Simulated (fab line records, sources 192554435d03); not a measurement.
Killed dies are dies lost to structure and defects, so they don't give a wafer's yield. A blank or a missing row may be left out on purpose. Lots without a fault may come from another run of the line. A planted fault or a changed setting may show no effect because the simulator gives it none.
fab line records | flow n5_finfet
record lots=11 wafers=33 last_day=17
route steps=1938 shown BEOL_M6@1236 BEOL_M7@1267 PASSIVATION@1936
lots that met no fault: from a run of the same line without faults
start_h: hours from the record's first day to the start of the lot's first wafer shown | wait_h: hours since the lot's step before | " the same as in the row above | L1.1+2: a row that stands for several wafers | - no value, or no start given | * or withheld: withheld | < > ~ a bound
route shown NAME@n: a module of which the file shows steps, and the number in the route of the first | usual: mean/standard deviation of fault-free wafers | same: alike in all rows | chamber/n: place in a boat | sites: the reading at each site | _std_site: their standard deviation | _edge_site: outer sites' mean less inner sites' | radius_mm: how far each site lies from the wafer's centre | mask NAME#n: copy n | behind: the tool/chamber that last shaped the wafer | hold: why the lot was held/for how many hours/how that ended | device: the transistor (n, p or np) that didn't switch | end of line: the same wafers' tests at the end of the route | a step without rows: its recipe alone | killed: dies lost to structure and defects at the first sort, not the wafer's yield | map: a wafer's dies, x killed, . not, _ none there
set.NAME: the setting as run; set.NAME@STEP: as run at that earlier step | model.NAME: the simulator's own value behind a step, which no gauge read
steps of the route over a sample of lots; a table a step, a row a wafer
services: from which hour (start_h, from the record's first day; less than 0 if before it) a tool's chamber was out of use, for how many hours, and why
## steps
# step N5_BEOL_M6_VIA_ETCH_34
# recipe chemistry=C4F6/O2 target=SiCOH_lowk target_depth_a=1263 mask_material=SOC taper_deg=4 time_s=50.9 ion_energy_ev=250 pressure_mtorr=30 source_w=345 bias_w=185 Ar_flow_sccm=300 C4F6_flow_sccm=10 O2_flow_sccm=10
# usual bias_w=185.0/0.55 drypump_motor_current_A=5.9/0.38 oes_product_au=0.79/0.09 rf_vpp_V=669/5.8 showerhead_plenum_p_Torr=2.84/0.079 throttle_valve_pct=20.88/0.27
# columns lot.wafer tool chamber start_h wait_h bias_w drypump_motor_current_A oes_product_au rf_hours_counter_h rf_vpp_V showerhead_plenum_p_Torr throttle_valve_pct
L367.1 rie_diel-01 2 184.48 0.0 184.7 6.4 0.76 153 670 2.85 21.39
L367.4 " 1 " " 185.0 6.0 0.84 - 675 2.88 20.96
L367.5 " 2 " " 184.9 6.4 0.76 - 670 2.85 21.37
L369.1 rie_diel-03 3 197.41 0.0 185.3 5.2 0.68 241 663 2.92 21.16
L369.5 " 0 " " 185.5 6.1 0.89 - 668 2.78 20.60
L369.6 " 1 " " 184.9 5.8 0.68 - 661 2.81 21.16
L373.3 rie_diel-01 1 220.40 0.0 185.0 5.9 0.83 100 675 2.87 21.00
L373.4 " 1 " " 185.1 6.0 0.83 - 675 2.87 21.01
L373.5 " 0 " " 185.1 5.7 0.73 - 668 2.84 20.69
L377.1 rie_diel-04 3 253.14 0.0 184.4 6.2 0.76 132 671 2.74 20.59
L377.5 " 0 " " 185.2 5.7 0.78 - 664 2.74 21.19
L377.6 " 1 " " 184.8 5.6 0.97 - 667 2.91 20.64
L379.1 rie_diel-01 2 254.66 0.0 185.3 6.5 0.74 178 671 2.84 21.41
L379.2 " 3 " " 184.1 6.4 0.91 30 682 3.01 20.60
L379.6 " 3 " " 185.1 6.4 0.92 - 679 3.01 20.61
L378.3 rie_diel-01 1 257.37 0.0 184.5 6.0 0.81 112 674 2.87 21.01
L378.5 " 2 " " 185.0 6.4 0.74 - 672 2.84 21.42
L378.6 " 3 " " 184.6 6.4 0.92 - 680 3.01 20.62
L384.2 rie_diel-03 3 296.94 0.0 184.1 5.2 0.90 22 663 2.91 20.81
L384.4 " 0 " " 184.4 6.1 0.83 76 668 2.76 20.66
L384.6 " 2 " " 184.9 6.0 0.73 - 678 2.85 20.83
L386.1 rie_diel-01 2 303.88 0.0 184.8 6.4 0.73 196 671 2.83 21.45
L386.3 " 1 " " 185.0 6.0 0.79 130 674 2.86 21.03
L386.5 " 1 " " 184.7 6.0 0.79 - 674 2.86 21.02
L387.1 rie_diel-01 1 313.63 0.0 184.9 6.0 0.79 134 674 2.86 21.02
L387.3 " 0 " " 185.5 5.7 0.71 219 667 2.83 20.72
L387.5 " 0 " " 185.2 5.7 0.71 - 668 2.83 20.73
L390.1 rie_diel-04 0 327.24 0.0 184.6 5.7 0.76 150 663 2.73 21.22
L390.2 " 3 " " 185.5 6.2 0.74 162 672 2.73 20.64
L390.4 " 3 " " 185.5 6.2 0.74 - 672 2.73 20.64
L389.2 rie_diel-01 0 327.58 0.0 185.8 5.7 0.69 224 667 2.82 20.73
L389.4 " 2 " " 184.1 6.5 0.71 204 670 2.83 21.44
L389.6 " 0 " " 184.9 5.7 0.70 - 666 2.83 20.73
# step N5_BEOL_M6_DEGAS_44
# recipe ambient=vacuum temp_c=250 time_s=60
# usual heater_power_w=338/36
# columns lot.wafer tool chamber start_h wait_h heater_power_w
L367.1 pvd_sputter-02 - 185.79 0.5 326
L367.4 " - " " 416
L367.5 " - " " 310
L369.1 pvd_sputter-02 - 198.20 0.3 318
L369.5 " - " " 332
L369.6 " - " " 325
L373.3 pvd_sputter-02 - 221.31 0.3 363
L373.4 " - " " 309
L373.5 " - " " 395
L377.1 pvd_sputter-02 - 254.42 0.8 369
L377.5 " - " " 317
L377.6 " - " " 403
L379.1 pvd_sputter-02 - 255.68 0.5 324
L379.2 " - " " 366
L379.6 " - " " 373
L378.3 pvd_sputter-01 - 258.20 0.2 341
L378.5 " - " " 341
L378.6 " - " " 295
L384.2 pvd_sputter-03 - 297.86 0.4 344
L384.4 " - " " 346
L384.6 " - " " 344
L386.1 pvd_sputter-01 - 305.24 0.9 350
L386.3 " - " " 291
L386.5 " - " " 401
L387.1 pvd_sputter-01 - 314.68 0.5 290
L387.3 " - " " 342
L387.5 " - " " 346
L390.1 pvd_sputter-01 - 329.97 2.2 285
L390.2 " - " " 352
L390.4 " - " " 391
L389.2 pvd_sputter-01 - 330.05 1.8 387
L389.4 " - " " 294
L389.6 " - " " 340
# step N5_BEOL_M7_HM_DEP_02
# recipe material=TiN target_thk_a=200 temp_c=25 chamber_pressure_pa=0.49996
# usual chamber_pressure_pa=0.4998/0.00099 throttle_valve_pct=29.5/1.1
# columns lot.wafer tool chamber start_h wait_h chamber_pressure_pa throttle_valve_pct
L367.1 pvd_sputter-01 - 189.00 0.4 0.5001 30.6
L367.4 " - " " 0.4999 27.0
L367.5 " - " " 0.5007 30.2
L369.1 pvd_sputter-01 - 202.03 1.0 0.5001 27.2
L369.5 " - " " 0.4992 28.9
L369.6 " - " " 0.5014 31.0
L373.3 pvd_sputter-03 - 225.07 1.2 0.4990 29.8
L373.4 " - " " 0.5012 29.6
L373.5 " - " " 0.4990 30.0
L377.1 pvd_sputter-01 - 257.60 0.7 0.4979 30.9
L377.5 " - " " 0.4987 31.2
L377.6 " - " " 0.4980 29.0
L379.1 pvd_sputter-01 - 258.64 0.2 0.5005 30.5
L379.2 " - " " 0.4996 27.0
L379.6 " - " " 0.4999 30.9
L378.3 pvd_sputter-03 - 262.96 0.7 0.5015 29.5
L378.5 " - " " 0.5003 29.5
L378.6 " - " " 0.4995 29.3
L384.2 pvd_sputter-02 - 300.85 0.2 0.4979 28.4
L384.4 " - " " 0.4982 30.0
L384.6 " - " " 0.4998 27.8
L386.1 pvd_sputter-02 - 310.09 2.2 0.4997 29.9
L386.3 " - " " 0.4998 28.1
L386.5 " - " " 0.5011 28.4
L387.1 pvd_sputter-02 - 317.72 0.3 0.4999 27.9
L387.3 " - " " 0.4978 28.1
L387.5 " - " " 0.4985 30.5
L390.1 pvd_sputter-02 - 333.75 1.4 0.4990 28.2
L390.2 " - " " 0.4997 30.5
L390.4 " - " " 0.4993 28.0
L389.2 pvd_sputter-02 - 333.95 1.2 0.4991 30.2
L389.4 " - " " 0.5003 28.2
L389.6 " - " " 0.5015 28.1
# step N5_BEOL_M7_COAT_59
# recipe resist=SOC temp_c=250 time_s=60 spin_rpm=1500 resist_thk_nm=100
# usual dispense_pressure_kPa=47/3.3 spin_speed_rpm=1500.1/0.97
# columns lot.wafer tool chamber start_h wait_h dispense_pressure_kPa spin_speed_rpm
L367.1 litho_track-03 0 189.12 0.1 46 1498.6
L367.4 " 0 " " 46 1499.7
L367.5 " 0 " " 46 1499.7
L369.1 litho_track-05 0 202.15 0.1 44 1500.1
L369.5 " 0 " " 45 1501.8
L369.6 " 0 " " 44 1500.8
L373.3 litho_track-03 0 225.19 0.1 46 1500.5
L373.4 " 0 " " 46 1500.4
L373.5 " 0 " " 46 1500.9
L377.1 litho_track-05 0 257.73 0.1 45 1501.2
L377.5 " 0 " " 44 1500.5
L377.6 " 0 " " 45 1499.2
L379.1 litho_track-03 0 258.77 0.1 46 1500.0
L379.2 " 0 " " 46 1501.1
L379.6 " 0 " " 46 1499.2
L378.3 litho_track-04 0 263.09 0.1 53 1499.8
L378.5 " 0 " " 53 1499.1
L378.6 " 0 " " 53 1498.8
L384.2 litho_track-05 0 300.98 0.1 45 1500.8
L384.4 " 0 " " 45 1500.0
L384.6 " 0 " " 45 1499.9
L386.1 litho_track-05 0 310.22 0.1 44 1394.0
L386.3 " 0 " " 45 1393.8
L386.5 " 0 " " 44 1394.1
L387.1 litho_track-05 0 317.84 0.1 44 1393.4
L387.3 " 0 " " 44 1394.5
L387.5 " 0 " " 44 1393.9
L390.1 litho_track-04 0 333.88 0.1 53 1498.8
L390.2 " 0 " " 53 1498.4
L390.4 " 0 " " 53 1501.2
L389.2 litho_track-05 0 334.08 0.1 45 1392.4
L389.4 " 0 " " 45 1395.4
L389.6 " 0 " " 44 1393.8
# step N5_PASSIVATION_PROBE_49
# usual defect_limited_yield=91.6/1.4 killed_at_M0_to_M3=35/10 killed_at_M4_up=13/5.3 killed_at_contacts=12/5.9 killed_at_front_end=36/9.9 killed_at_other=3.2/3 killed_dies=99/16 killed_open=66/12 killed_short=32/7.7 sort_bin_5_function=4.9/0.91 sort_bin_6_memory=3.2/0.65 sort_n_pass=1081/16 sort_yield_pct=91.6/1.4
# same gross_dies=1180 killed_at_back_side=0 sort_bin_4_leakage[%]=0 sort_bin_8_speed[%]=0
# columns lot.wafer tool chamber start_h wait_h defect_limited_yield[%] killed_at_M0_to_M3 killed_at_M4_up killed_at_contacts killed_at_front_end killed_at_other killed_dies killed_open killed_short sort_bin_5_function[%] sort_bin_6_memory[%] sort_n_pass sort_yield_pct[%]
L373.3 prober-01 - 311.13 0.1 91.1 25 11 16 46 7 105 77 27 4.7 3.9 1075 91.1
L373.4 prober-01 - 311.18 0.2 89.7 43 12 14 44 9 122 72 46 6.1 4.0 1058 89.7
L373.5 prober-01 - 311.23 0.2 91.9 33 8 16 35 4 96 62 32 3.9 4.0 1084 91.9
L386.1 prober-01 - 398.33 0.0 92.1 26 12 6 47 2 93 61 32 4.7 2.6 1087 92.1
L386.3 prober-01 - 398.43 0.1 92.9 32 9 7 27 9 84 50 33 4.6 2.3 1096 92.9
L386.5 prober-01 - 398.53 0.2 90.6 29 19 10 49 4 111 76 34 6.0 3.2 1069 90.6
L389.2 prober-01 - 418.92 0.1 88.0 44 21 15 60 2 142 99 42 7.0 4.8 1038 88.0
L389.4 prober-01 - 419.02 0.2 92.9 33 19 5 26 1 84 57 25 4.3 2.6 1096 92.9
L389.6 prober-01 - 419.12 0.3 91.0 47 19 16 22 2 106 84 20 5.5 3.3 1074 91.0
# killed by level:class
L373.3 MOL_CONTACT_COAG:geometric_particle:open=13 STI_FIN_REVEAL:geometric_particle:open=12 FIN_SAQP:geometric_particle:open=7 DUMMY_GATE:geometric_particle:open=7 BEOL_M2:geometric_particle:open=7 BEOL_M4:geometric_particle:open=7 FIN_SAQP:geometric_particle:short=5 BEOL_M1:geometric_particle:open=5
L373.4 MOL_CONTACT_COAG:geometric_particle:open=12 BEOL_M0_SAQP:geometric_particle:short=10 BEOL_M0_SAQP:geometric_particle:open=10 FIN_SAQP:geometric_particle:open=7 STI_FIN_REVEAL:geometric_particle:open=6 BEOL_M1:geometric_particle:open=5 BEOL_M2:geometric_particle:open=5 BEOL_M4:geometric_particle:open=5
L373.5 MOL_CONTACT_COAG:geometric_particle:open=11 BEOL_M2:geometric_particle:open=8 GATE_CUT:geometric_particle:short=7 BEOL_M0_SAQP:geometric_particle:short=6 BEOL_M0_SAQP:geometric_particle:open=6 GATE_CUT:geometric_particle:open=5 MOL_CONTACT_COAG:geometric_particle:short=5 STARTING-WAFER:geometric_particle:open=5
L386.1 FIN_SAQP:geometric_particle:open=16 BEOL_M0_SAQP:geometric_particle:open=12 STI_FIN_REVEAL:geometric_particle:open=6 BEOL_M4:geometric_particle:open=6 BEOL_M0_SAQP:geometric_particle:short=6 FIN_SAQP:geometric_particle:short=5 MOL_CONTACT_COAG:geometric_particle:open=4 DUMMY_GATE:geometric_particle:short=3
L386.3 BEOL_M0_SAQP:geometric_particle:open=11 BEOL_M0_SAQP:geometric_particle:short=11 FIN_SAQP:geometric_particle:open=5 MIM_TOP_ETCH:geometric_particle:open=5 FIN_SAQP:geometric_particle:short=4 STI_FIN_REVEAL:geometric_particle:open=4 GATE_CUT:geometric_particle:short=4 MOL_CONTACT_COAG:geometric_particle:open=4
L386.5 FIN_SAQP:geometric_particle:open=21 BEOL_M0_SAQP:geometric_particle:open=11 BEOL_M0_SAQP:geometric_particle:short=11 FIN_SAQP:geometric_particle:short=8 MOL_CONTACT_COAG:geometric_particle:open=8 BEOL_M7:geometric_particle:open=6 STI_FIN_REVEAL:geometric_particle:open=5 DUMMY_GATE:geometric_particle:open=5
L389.2 STI_FIN_REVEAL:geometric_particle:open=22 MOL_CONTACT_COAG:geometric_particle:open=13 BEOL_M4:geometric_particle:open=11 FIN_SAQP:geometric_particle:short=10 FIN_SAQP:geometric_particle:open=9 BEOL_M3:geometric_particle:open=9 BEOL_M2:geometric_particle:open=7 BEOL_M2:geometric_particle:short=6
L389.4 STI_FIN_REVEAL:geometric_particle:open=8 BEOL_M2:geometric_particle:open=8 BEOL_M3:geometric_particle:open=6 FIN_SAQP:geometric_particle:short=5 BEOL_M1:geometric_particle:open=5 MOL_CONTACT_COAG:geometric_particle:open=4 BEOL_M0_SAQP:geometric_particle:short=4 BEOL_M4:geometric_particle:open=4
L389.6 BEOL_M2:geometric_particle:open=19 MOL_CONTACT_COAG:geometric_particle:open=14 BEOL_M1:geometric_particle:open=9 BEOL_M4:geometric_particle:open=7 BEOL_M3:geometric_particle:open=7 FIN_SAQP:geometric_particle:open=5 STI_FIN_REVEAL:geometric_particle:open=5 FIN_SAQP:geometric_particle:short=4
## services
# columns tool chamber start_h hours kind
rie_diel-01 3 179.40 9.7 repair
rie_diel-01 3 189.25 4.4 repair
rie_diel-04 1 204.31 - clean
rie_diel-04 1 204.31 - consumable_replace:focus_ring
rie_diel-04 1 204.31 27.6 scheduled_down
rie_diel-04 1 204.31 27.6 vent_cycle
rie_diel-01 3 218.62 7.3 repair
rie_diel-03 3 224.41 - clean
rie_diel-03 3 224.41 - consumable_replace:focus_ring
rie_diel-03 3 224.41 16.6 scheduled_down
rie_diel-03 3 224.41 16.6 vent_cycle
rie_diel-03 1 241.05 - clean
rie_diel-03 1 241.05 - consumable_replace:focus_ring
rie_diel-03 1 241.05 19.3 scheduled_down
rie_diel-03 1 241.05 19.3 vent_cycle
rie_diel-04 0 264.37 1.6 repair
rie_diel-01 0 279.48 7.2 repair
rie_diel-03 - 290.80 2.8 pm
rie_diel-04 1 291.19 8.4 repair
pvd_sputter-02 - 306.31 3.3 repair
rie_diel-04 2 312.12 - clean
rie_diel-04 2 312.12 - consumable_replace:esc
rie_diel-04 2 312.12 - consumable_replace:focus_ring
rie_diel-01 0 329.19 6.6 repair
## key
first_sign step=N5_BEOL_M7_COAT_59 reading=spin_speed_rpm direction=down sigmas=99+ usual=* struck=*
effect none on later readings
met_at N5_BEOL_M7_COAT_59
struck_lots L386,L387,L389
not_acting_at N5_BEOL_M6_VIA_ETCH_34,N5_BEOL_M6_DEGAS_44,N5_BEOL_M7_HM_DEP_02
onset_between 300.98 310.22
fault kind=process_parameter_drift tool=litho_track-05 chamber=- onset_h=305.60 steps=N5_BEOL_M7_COAT_59 channel=spin_rpm offset=* shape=step end_h=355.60 acts_in=* stated=*
